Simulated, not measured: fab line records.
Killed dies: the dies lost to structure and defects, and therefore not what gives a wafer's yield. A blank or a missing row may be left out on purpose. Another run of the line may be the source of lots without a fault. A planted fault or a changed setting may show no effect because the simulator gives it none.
fab line records / flow n5Finfet
record lots=4 wafers=10 lastDay=16
route steps=1938 shown BEOL_M9@1461 BEOL_M10@1470 PASSIVATION@1936
lots with no fault: from the same line, run without faults
startH: hours from the record's opening day to when the first of the lot's shown wafers began / waitH: hours from the lot's prior step to this one / " repeats the value in the row above / L1.1+2: a row that stands for several wafers / - no value, or no start was given / * or withheld: withheld / < > ~ a bound
route shown NAME@n: a module of which the file shows steps, and the number in the route of the first / usual: the fault-free wafers' mean and standard deviation / same: alike in all rows / chamber/n: place in a boat / sites: each site's reading / _std_site: standard deviation across them / _edge_site: the outer-site mean with the inner-site mean subtracted / radiusMm: for every site, how far away it sits from the centre of the wafer / mask NAME#n: copy n / behind: the tool/chamber that last shaped the wafer / hold: why the lot was held/for how many hours/how that ended / device: transistor that didn't switch, given as n, p or np / end of line: the route-end tests of the same wafers / step lacking rows: just its recipe / killed: count of dies lost to structure and defects at first sort (not the wafer's yield) / map: a wafer's dies, marking killed ones x, the rest . and places with no die _
set.NAME: the setting that was run; set.NAME@STEP: the one run at that earlier step / model.NAME: the simulator's own value behind a step, which no gauge read
lots seen at some steps along the route; tables by step, rows by wafer
services: when a tool's chamber went out of use (startH, in hours from the record's first day, below 0 if earlier), for how many hours, and the reason
## steps
# step N5_BEOL_M9_SPUTTER_48
# recipe material=Cu targetThkA=120 tempC=-20 biasV=60 powerW=26000 chamberPressurePa=0.13 timeS=2
# step N5_BEOL_M9_ECD_50
# recipe material=Cu targetThkA=3180
# step N5_BEOL_M9_ANNEAL_51
# recipe tempC=225 timeS=90 ambient=N2
# step N5_BEOL_M9_CMP_52
# recipe stopOn=SiCOH_lowk tOverpolishS=7 downForcePsi=1 platenRpm=50 clearingPlatenDownForcePsi=1.5 clearingPlatenRpm=50 postCmpClean=cuAlkaline targetThkNm=140 clearingPlatenPadVelocityMS=0.99484 padVelocityMS=0.99484
# step N5_BEOL_M9_PRE_CLEAN_55
# recipe gas=NH3 timeS=15 tempC=withheld rfPowerW=300
# step N5_BEOL_M9_DEP_56
# recipe material=SiCN targetThkA=150 tempC=withheld precursor=3MS/NH3 pressureTorr=3 rfW=202 timeS=26.5
# step N5_BEOL_M10_ILD_DEP_00
# recipe material=SiCOH_lowk targetThkA=3085.1 tempC=300 precursor=DEMS/porogen pressureTorr=5 rfW=500 timeS=58
# step N5_BEOL_M10_CURE_71
# recipe tempC=385 timeS=240 ambient=He/Ar material=SiCOH_lowk
# step N5_BEOL_M10_PECVD_70
# recipe material=SiO2 targetThkA=200 tempC=400 precursor=TEOS/O2 pressureTorr=5.5 rfW=450 teosFlowSccm=53.8 gas=O2 flowSccm=3000 timeS=22.7
# usual heaterPowerW=657/70 showerheadPlenumPTorr=8.78/0.054 throttleValvePct=22.7/1.3
lot.wafer=L605.3 tool=pecvd-03 chamber=0 startH=257.94 waitH=0.0 heaterPowerW=746 showerheadPlenumPTorr=8.85 throttleValvePct=22.4 model.SiO2_of_BEOL_M10_PECVD_70.thkNm=19.6
lot.wafer=L605.5 tool=pecvd-03 chamber=1 startH=257.94 waitH=0.0 heaterPowerW=573 showerheadPlenumPTorr=8.72 throttleValvePct=23.6 model.SiO2_of_BEOL_M10_PECVD_70.thkNm=20.4
lot.wafer=L605.6 tool=pecvd-03 chamber=2 startH=257.94 waitH=0.0 heaterPowerW=571 showerheadPlenumPTorr=8.76 throttleValvePct=20.9 model.SiO2_of_BEOL_M10_PECVD_70.thkNm=19.6
lot.wafer=L610.1 tool=pecvd-03 chamber=1 startH=289.10 waitH=0.0 heaterPowerW=630 showerheadPlenumPTorr=8.76 throttleValvePct=23.9 model.SiO2_of_BEOL_M10_PECVD_70.thkNm=20
lot.wafer=L610.3 tool=pecvd-03 chamber=2 startH=289.10 waitH=0.0 heaterPowerW=666 showerheadPlenumPTorr=8.77 throttleValvePct=20.8 model.SiO2_of_BEOL_M10_PECVD_70.thkNm=28.8
lot.wafer=L613.1 tool=pecvd-03 chamber=2 startH=302.42 waitH=0.0 heaterPowerW=670 showerheadPlenumPTorr=8.78 throttleValvePct=20.8 model.SiO2_of_BEOL_M10_PECVD_70.thkNm=19.8
lot.wafer=L613.5 tool=pecvd-03 chamber=2 startH=302.42 waitH=0.0 heaterPowerW=665 showerheadPlenumPTorr=8.76 throttleValvePct=21.2 model.SiO2_of_BEOL_M10_PECVD_70.thkNm=29.2
lot.wafer=L618.4 tool=pecvd-01 chamber=0 startH=333.68 waitH=0.1 heaterPowerW=643 showerheadPlenumPTorr=8.67 throttleValvePct=21.5 model.SiO2_of_BEOL_M10_PECVD_70.thkNm=20.2
lot.wafer=L618.5 tool=pecvd-01 chamber=1 startH=333.68 waitH=0.1 heaterPowerW=764 showerheadPlenumPTorr=8.76 throttleValvePct=22.4 model.SiO2_of_BEOL_M10_PECVD_70.thkNm=19.8
lot.wafer=L618.6 tool=pecvd-01 chamber=2 startH=333.68 waitH=0.1 heaterPowerW=551 showerheadPlenumPTorr=8.79 throttleValvePct=24.2 model.SiO2_of_BEOL_M10_PECVD_70.thkNm=19.6
# step N5_BEOL_M10_HM_DEP_02
# recipe material=TiN targetThkA=200 tempC=25 chamberPressurePa=0.49996
# step N5_BEOL_M10_COAT_59
# recipe resist=SOC tempC=250 timeS=60 spinRpm=1500 resistThkNm=100
# step N5_BEOL_M10_COAT_60
# recipe resist=SiARC tempC=220 timeS=60 spinRpm=1500 resistThkNm=30
# step N5_BEOL_M10_COAT_05
# recipe resist=CAR-ArF spinRpm=1500 resistThkNm=90
# step N5_BEOL_M10_EBR_07
# recipe solvent=PGMEA ebrWidthMm=1.5
# step N5_BEOL_M10_SOFTBAKE_06
# recipe tempC=110 timeS=60 resist=CAR-ArF
# step N5_BEOL_M10_EXPOSE_08
# recipe maskId=M10 na=1.35 sourceShape=dipole sigmaInner=0.411 sigmaOuter=0.611 polarization=te doseMj=53.75
# step N5_BEOL_M10_PEB_09
# recipe pebTempC=withheld pebTimeS=60 resist=CAR-ArF
# step N5_BEOL_M10_DEVELOP_10
# recipe developTimeS=30 developer=TMAH resist=CAR-ArF rinseLiquid=diw dry=airSpin devTempC=23
# step N5_BEOL_M10_DESCUM_16
# recipe chemistry=O2 timeS=7.9 sourcePowerW=50 biasPowerW=20 pressureMtorr=20 rfFrequencyHz=2.712e+07 tempC=40 resist=CAR-ArF o2FlowSccm=225
# step N5_BEOL_M10_ETCH_61
# recipe chemistry=CF4 target=SiARC targetDepthA=390 maskMaterial=CAR-ArF timeS=65 ionEnergyEv=80 pressureMtorr=40 sourceW=545 biasW=36 Ar_flow_sccm=100 cf4FlowSccm=100 ends=cleared
# step N5_BEOL_M10_ETCH_62
# recipe chemistry=N2/H2 target=SOC targetDepthA=1100 overetchA=220 maskMaterial=SiARC tempC=40 timeS=165 ionEnergyEv=200 pressureMtorr=30 sourceW=840 biasW=150 n2FlowSccm=200 h2FlowSccm=200
# step N5_BEOL_M10_STRIP_68
# recipe chemistry=N2/H2 tempC=40 n2FlowSccm=200 h2FlowSccm=200 rfFrequencyHz=6e+07
# step N5_BEOL_M10_STRIP_67
# recipe chemistry=CF4 resist=SiARC powerW=300 biasPowerW=75 pressureMtorr=50 cf4FlowSccm=150 rfFrequencyHz=6e+07
# step N5_BEOL_M10_HM_OPEN_17
# recipe chemistry=Cl2/BCl3 targetDepthA=200 overetchA=60 target=TiN maskMaterial=SOC ionEnergyEv=150 pressureMtorr=10 icpW=1000 biasW=126 Cl2_flow_sccm=53.25 bcl3FlowSccm=21.75 Ar_flow_sccm=25
# step N5_BEOL_M10_STRIP_19
# recipe chemistry=O2 powerW=400 tempC=40 pressureMtorr=30 rfFrequencyHz=6e+07 biasPowerW=0 overashFraction=0.2 o2FlowSccm=225
# step N5_BEOL_M10_COAT_63
# recipe resist=SOC tempC=250 timeS=60 spinRpm=1500 resistThkNm=100
# step N5_BEOL_M10_COAT_64
# recipe resist=SiARC tempC=220 timeS=60 spinRpm=1500 resistThkNm=30
# step N5_BEOL_M10_COAT_22
# recipe resist=CAR-ArF spinRpm=1500 resistThkNm=90
# step N5_BEOL_M10_EBR_24
# recipe solvent=PGMEA ebrWidthMm=1.5
# step N5_BEOL_M10_SOFTBAKE_23
# recipe tempC=110 timeS=60 resist=CAR-ArF
# step N5_BEOL_M10_EXPOSE_25
# recipe maskId=V9 na=1.35 sourceShape=annular sigmaInner=0.5 sigmaOuter=0.8 polarization=unpolarized doseMj=85.5
# step N5_BEOL_M10_PEB_26
# recipe pebTempC=withheld pebTimeS=60 resist=CAR-ArF
# step N5_BEOL_M10_DEVELOP_27
# recipe developTimeS=30 developer=TMAH resist=CAR-ArF rinseLiquid=diw dry=airSpin devTempC=23
# step N5_BEOL_M10_HM_STRIP_39
# recipe chemistry=peroxideTinStrip material=TiN targetDepthA=250 tempC=50 timeS=158
# usual bathHeatDutyPct=6.9/0.74 tempC=49.99/0.11
lot.wafer=L605.3 tool=wetBench-01 chamber=7 startH=261.41 waitH=0.0 bathHeatDutyPct=7.2 tempC=50.05 model.SiO2_of_BEOL_M10_PECVD_70.thkNm=19.4
lot.wafer=L605.5 tool=wetBench-01 chamber=6 startH=261.41 waitH=0.0 bathHeatDutyPct=7.8 tempC=50.01 model.SiO2_of_BEOL_M10_PECVD_70.thkNm=20.2
lot.wafer=L605.6 tool=wetBench-01 chamber=2 startH=261.41 waitH=0.0 bathHeatDutyPct=6.3 tempC=49.94 model.SiO2_of_BEOL_M10_PECVD_70.thkNm=19.6
lot.wafer=L610.1 tool=wetBench-04 chamber=6 startH=292.39 waitH=0.0 bathHeatDutyPct=7.3 tempC=49.95 model.SiO2_of_BEOL_M10_PECVD_70.thkNm=19.8
lot.wafer=L610.3 tool=wetBench-04 chamber=0 startH=292.39 waitH=0.0 bathHeatDutyPct=7.2 tempC=49.88 model.SiO2_of_BEOL_M10_PECVD_70.thkNm=28.6
lot.wafer=L613.1 tool=wetBench-04 chamber=0 startH=305.25 waitH=0.0 bathHeatDutyPct=7.2 tempC=49.90 model.SiO2_of_BEOL_M10_PECVD_70.thkNm=19.6
lot.wafer=L613.5 tool=wetBench-04 chamber=2 startH=305.25 waitH=0.0 bathHeatDutyPct=6.6 tempC=49.93 model.SiO2_of_BEOL_M10_PECVD_70.thkNm=29
lot.wafer=L618.4 tool=wetBench-05 chamber=3 startH=339.15 waitH=0.0 bathHeatDutyPct=6.8 tempC=50.21 model.SiO2_of_BEOL_M10_PECVD_70.thkNm=20
lot.wafer=L618.5 tool=wetBench-05 chamber=6 startH=339.15 waitH=0.0 bathHeatDutyPct=6.7 tempC=50.17 model.SiO2_of_BEOL_M10_PECVD_70.thkNm=19.8
lot.wafer=L618.6 tool=wetBench-05 chamber=5 startH=339.15 waitH=0.0 bathHeatDutyPct=7.8 tempC=49.98 model.SiO2_of_BEOL_M10_PECVD_70.thkNm=19.4
# step N5_BEOL_M10_CMP_52
# recipe stopOn=SiCOH_lowk tOverpolishS=7 downForcePsi=1 platenRpm=50 clearingPlatenDownForcePsi=1.5 clearingPlatenRpm=50 postCmpClean=cuAlkaline targetThkNm=140 clearingPlatenPadVelocityMS=0.99484 padVelocityMS=0.99484
# usual barrierFieldEndpointS=29.1/0.81 motorCurrentA=5.9/0.53 platenRpm=50.00/0.032
lot.wafer=L605.3 tool=cmp-02 chamber=3 startH=263.57 waitH=0.2 barrierFieldEndpointS=26.9 motorCurrentA=5.7 platenRpm=50.03
lot.wafer=L605.5 tool=cmp-02 chamber=2 startH=263.57 waitH=0.2 barrierFieldEndpointS=28.1 motorCurrentA=6.1 platenRpm=49.97
lot.wafer=L605.6 tool=cmp-02 chamber=3 startH=263.57 waitH=0.2 barrierFieldEndpointS=28.0 motorCurrentA=5.9 platenRpm=49.98
lot.wafer=L610.1 tool=cmp-03 chamber=3 startH=295.03 waitH=0.3 barrierFieldEndpointS=28.3 motorCurrentA=6.0 platenRpm=49.92
lot.wafer=L610.3 tool=cmp-03 chamber=0 startH=295.03 waitH=0.3 barrierFieldEndpointS=39.7 motorCurrentA=5.3 platenRpm=50.00
lot.wafer=L613.1 tool=cmp-03 chamber=2 startH=308.18 waitH=0.3 barrierFieldEndpointS=28.5 motorCurrentA=6.0 platenRpm=50.04
lot.wafer=L613.5 tool=cmp-03 chamber=0 startH=308.18 waitH=0.3 barrierFieldEndpointS=40.4 motorCurrentA=5.7 platenRpm=50.01
lot.wafer=L618.4 tool=cmp-03 chamber=3 startH=341.23 waitH=0.2 barrierFieldEndpointS=29.9 motorCurrentA=6.0 platenRpm=50.11
lot.wafer=L618.6 tool=cmp-03 chamber=0 startH=341.23 waitH=0.2 barrierFieldEndpointS=29.5 motorCurrentA=5.6 platenRpm=50.01
lot.wafer=L618.5 tool=cmp-03 chamber=1 startH=341.23 waitH=0.2 barrierFieldEndpointS=29.6 motorCurrentA=5.4 platenRpm=49.98
# step N5_PASSIVATION_PROBE_49
# usual defectLimitedYield=91.2/1.4 killed_at_M0_to_M3=32/10 killed_at_M4_up=14/6.2 killedAtContacts=12/6.3 killedAtFrontEnd=42/13 killedAtOther=4/3.4 killedDies=104/17 killedOpen=67/12 killedShort=34/8.1 sort_bin_4_leakage=0.02/0.13 sort_bin_5_function=5.2/0.93 sort_bin_6_memory=3.2/0.65 sortNPass=1075/16 sortYieldPct=91.1/1.4
# same grossDies=1180 killedAtBackSide=0 sort_bin_8_speed[%]=0
lot.wafer=L605.3 tool=prober-02 chamber=- startH=313.18 waitH=0.1 defectLimitedYield[%]=92.4 killed_at_M0_to_M3=30 killed_at_M4_up=10 killedAtContacts=9 killedAtFrontEnd=37 killedAtOther=4 killedDies=90 killedOpen=58 killedShort=31 sort_bin_4_leakage[%]=0 sort_bin_5_function[%]=4.7 sort_bin_6_memory[%]=2.3 sortNPass=1090 sortYieldPct[%]=92.4
lot.wafer=L605.5 tool=prober-02 chamber=- startH=313.28 waitH=0.2 defectLimitedYield[%]=91.7 killed_at_M0_to_M3=52 killed_at_M4_up=9 killedAtContacts=5 killedAtFrontEnd=30 killedAtOther=2 killedDies=98 killedOpen=60 killedShort=37 sort_bin_4_leakage[%]=0 sort_bin_5_function[%]=4.5 sort_bin_6_memory[%]=3.6 sortNPass=1082 sortYieldPct[%]=91.7
lot.wafer=L605.6 tool=prober-02 chamber=- startH=313.33 waitH=0.3 defectLimitedYield[%]=91.1 killed_at_M0_to_M3=40 killed_at_M4_up=15 killedAtContacts=9 killedAtFrontEnd=37 killedAtOther=4 killedDies=105 killedOpen=62 killedShort=39 sort_bin_4_leakage[%]=0 sort_bin_5_function[%]=5.3 sort_bin_6_memory[%]=3.0 sortNPass=1075 sortYieldPct[%]=91.1
lot.wafer=L610.1 tool=prober-02 chamber=- startH=345.73 waitH=0.0 defectLimitedYield[%]=90.4 killed_at_M0_to_M3=31 killed_at_M4_up=12 killedAtContacts=17 killedAtFrontEnd=52 killedAtOther=1 killedDies=113 killedOpen=85 killedShort=27 sort_bin_4_leakage[%]=0 sort_bin_5_function[%]=5.7 sort_bin_6_memory[%]=3.6 sortNPass=1067 sortYieldPct[%]=90.4
lot.wafer=L610.3 tool=prober-02 chamber=- startH=345.83 waitH=0.1 defectLimitedYield[%]=90.3 killed_at_M0_to_M3=29 killed_at_M4_up=11 killedAtContacts=16 killedAtFrontEnd=53 killedAtOther=5 killedDies=114 killedOpen=87 killedShort=27 sort_bin_4_leakage[%]=0 sort_bin_5_function[%]=6.1 sort_bin_6_memory[%]=3.1 sortNPass=1066 sortYieldPct[%]=90.3
lot.wafer=L613.1 tool=prober-01 chamber=- startH=350.34 waitH=0.0 defectLimitedYield[%]=92.6 killed_at_M0_to_M3=28 killed_at_M4_up=13 killedAtContacts=3 killedAtFrontEnd=42 killedAtOther=1 killedDies=87 killedOpen=58 killedShort=28 sort_bin_4_leakage[%]=0 sort_bin_5_function[%]=4.0 sort_bin_6_memory[%]=3.3 sortNPass=1093 sortYieldPct[%]=92.6
lot.wafer=L613.5 tool=prober-01 chamber=- startH=350.54 waitH=0.2 defectLimitedYield[%]=90.2 killed_at_M0_to_M3=42 killed_at_M4_up=20 killedAtContacts=16 killedAtFrontEnd=35 killedAtOther=3 killedDies=116 killedOpen=69 killedShort=46 sort_bin_4_leakage[%]=0 sort_bin_5_function[%]=6.6 sort_bin_6_memory[%]=2.8 sortNPass=1064 sortYieldPct[%]=90.2
lot.wafer=L618.4 tool=prober-01 chamber=- startH=388.81 waitH=0.2 defectLimitedYield[%]=91.4 killed_at_M0_to_M3=43 killed_at_M4_up=17 killedAtContacts=13 killedAtFrontEnd=22 killedAtOther=7 killedDies=102 killedOpen=70 killedShort=29 sort_bin_4_leakage[%]=0 sort_bin_5_function[%]=5.1 sort_bin_6_memory[%]=3.1 sortNPass=1078 sortYieldPct[%]=91.4
lot.wafer=L618.5 tool=prober-01 chamber=- startH=388.86 waitH=0.2 defectLimitedYield[%]=89.9 killed_at_M0_to_M3=41 killed_at_M4_up=23 killedAtContacts=12 killedAtFrontEnd=29 killedAtOther=14 killedDies=119 killedOpen=71 killedShort=46 sort_bin_4_leakage[%]=0.25 sort_bin_5_function[%]=5.9 sort_bin_6_memory[%]=3.9 sortNPass=1058 sortYieldPct[%]=89.7
lot.wafer=L618.6 tool=prober-01 chamber=- startH=388.91 waitH=0.3 defectLimitedYield[%]=89.9 killed_at_M0_to_M3=57 killed_at_M4_up=19 killedAtContacts=8 killedAtFrontEnd=28 killedAtOther=7 killedDies=119 killedOpen=76 killedShort=42 sort_bin_4_leakage[%]=0 sort_bin_5_function[%]=5.8 sort_bin_6_memory[%]=4.2 sortNPass=1061 sortYieldPct[%]=89.9
# killed by level:class
L605.3 BEOL_M3:geometricParticle:open=9 FIN_SAQP:geometricParticle:open=7 MOL_CONTACT_COAG:geometricParticle:open=7 GATE_CUT:geometricParticle:short=6 BEOL_M1:geometricParticle:open=5 BEOL_M2:geometricParticle:open=4 GATE_CUT:geometricParticle:open=4 BEOL_M0_SAQP:geometricParticle:short=4
L605.5 BEOL_M0_SAQP:geometricParticle:short=15 BEOL_M0_SAQP:geometricParticle:open=14 BEOL_M3:geometricParticle:open=11 BEOL_M1:geometricParticle:open=7 GATE_CUT:geometricParticle:short=5 FIN_SAQP:geometricParticle:open=4 FIN_SAQP:geometricParticle:short=4 MOL_CONTACT_COAG:geometricParticle:open=4
L605.6 FIN_SAQP:geometricParticle:open=10 BEOL_M0_SAQP:geometricParticle:open=8 GATE_CUT:geometricParticle:short=7 BEOL_M3:geometricParticle:open=7 BEOL_M2:geometricParticle:open=6 MOL_CONTACT_COAG:geometricParticle:open=5 BEOL_M0_SAQP:geometricParticle:short=5 BEOL_M1:geometricParticle:open=5
L610.1 STI_FIN_REVEAL:geometricParticle:open=31 MOL_CONTACT_COAG:geometricParticle:open=14 BEOL_M0_SAQP:geometricParticle:open=10 FIN_SAQP:geometricParticle:open=5 STI_FIN_REVEAL:geometricParticle:short=5 BEOL_M2:geometricParticle:open=5 BEOL_M0_SAQP:geometricParticle:short=4 BEOL_M4:geometricParticle:open=4
L610.3 STI_FIN_REVEAL:geometricParticle:open=22 MOL_CONTACT_COAG:geometricParticle:open=14 BEOL_M2:geometricParticle:open=12 BEOL_M0_SAQP:geometricParticle:open=7 BEOL_M4:geometricParticle:open=6 STI_FIN_REVEAL:geometricParticle:short=5 STARTING-WAFER:geometricParticle:open=5 FIN_SAQP:geometricParticle:open=4
L613.1 STI_FIN_REVEAL:geometricParticle:open=12 FIN_SAQP:geometricParticle:short=8 FIN_SAQP:geometricParticle:open=8 BEOL_M3:geometricParticle:open=7 BEOL_M0_SAQP:geometricParticle:short=5 BEOL_M1:geometricParticle:open=5 DUMMY_GATE:geometricParticle:open=4 BEOL_M0_SAQP:geometricParticle:open=4
L613.5 FIN_SAQP:geometricParticle:short=11 STI_FIN_REVEAL:geometricParticle:open=8 MOL_CONTACT_COAG:geometricParticle:open=8 MOL_CONTACT_COAG:geometricParticle:short=8 BEOL_M3:geometricParticle:open=8 BEOL_M0_SAQP:geometricParticle:open=7 BEOL_M1:geometricParticle:short=7 BEOL_M2:geometricParticle:open=6
L618.4 MOL_CONTACT_COAG:geometricParticle:open=12 BEOL_M1:geometricParticle:open=12 BEOL_M4:geometricParticle:open=9 BEOL_M0_SAQP:geometricParticle:short=8 BEOL_M2:geometricParticle:open=6 BEOL_M5:geometricParticle:open=5 BEOL_M3:geometricParticle:open=5 STI_FIN_REVEAL:geometricParticle:open=4
L618.5 STI_FIN_REVEAL:geometricParticle:open=8 MOL_CONTACT_COAG:geometricParticle:open=8 BEOL_M0_SAQP:geometricParticle:open=8 BEOL_M1:geometricParticle:open=7 BEOL_M2:geometricParticle:open=7 BEOL_M4:geometricParticle:open=6 BEOL_M0_SAQP:geometricParticle:short=6 MIM_BOT:geometricParticle:short=6
L618.6 BEOL_M0_SAQP:geometricParticle:short=11 BEOL_M3:geometricParticle:open=9 BEOL_M0_SAQP:geometricParticle:open=8 BEOL_M1:geometricParticle:open=8 MOL_CONTACT_COAG:geometricParticle:open=6 BEOL_M2:geometricParticle:open=6 DUMMY_GATE:geometricParticle:open=5 BEOL_M0:geometricParticle:short=5
## services
tool=cmp-03 chamber=- startH=277.42 hours=1.1 kind=repair
tool=cmp-02 chamber=- startH=289.75 hours=4.0 kind=repair
tool=wetBench-01 chamber=- startH=299.61 hours=1.3 kind=repair
tool=pecvd-03 chamber=- startH=304.90 hours=6.0 kind=pm
tool=wetBench-04 chamber=- startH=311.40 hours=3.2 kind=repair
tool=pecvd-03 chamber=2 startH=311.78 hours=4.6 kind=repair
tool=cmp-03 chamber=- startH=328.99 hours=4.0 kind=pm
tool=cmp-03 chamber=- startH=332.99 hours=- kind=consumableReplace:conditioner
tool=cmp-03 chamber=- startH=332.99 hours=- kind=consumableReplace:pad
tool=pecvd-01 chamber=- startH=340.44 hours=3.9 kind=repair
## key
firstSign step=N5_BEOL_M10_CMP_52 reading=barrierFieldEndpointS direction=up sigmas=13 usual=29.1 struck=40.1
effect none on later readings
modelEffect step=N5_BEOL_M10_PECVD_70 value=SiO2_of_BEOL_M10_PECVD_70.thkNm without=19.8 struck=29
modelEffect step=N5_BEOL_M10_HM_STRIP_39 value=SiO2_of_BEOL_M10_PECVD_70.thkNm without=19.7 struck=28.8
metAt N5_BEOL_M10_PECVD_70
struckWafers L610.3,L613.5
onsetBetween 257.94 289.10
fault kind=processParameterDrift tool=pecvd-03 chamber=- onsetH=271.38 steps=N5_BEOL_M10_PECVD_70 channel=timeS offset=* shape=step endH=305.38 scope=struckWafersOnly actsIn=* stated=*
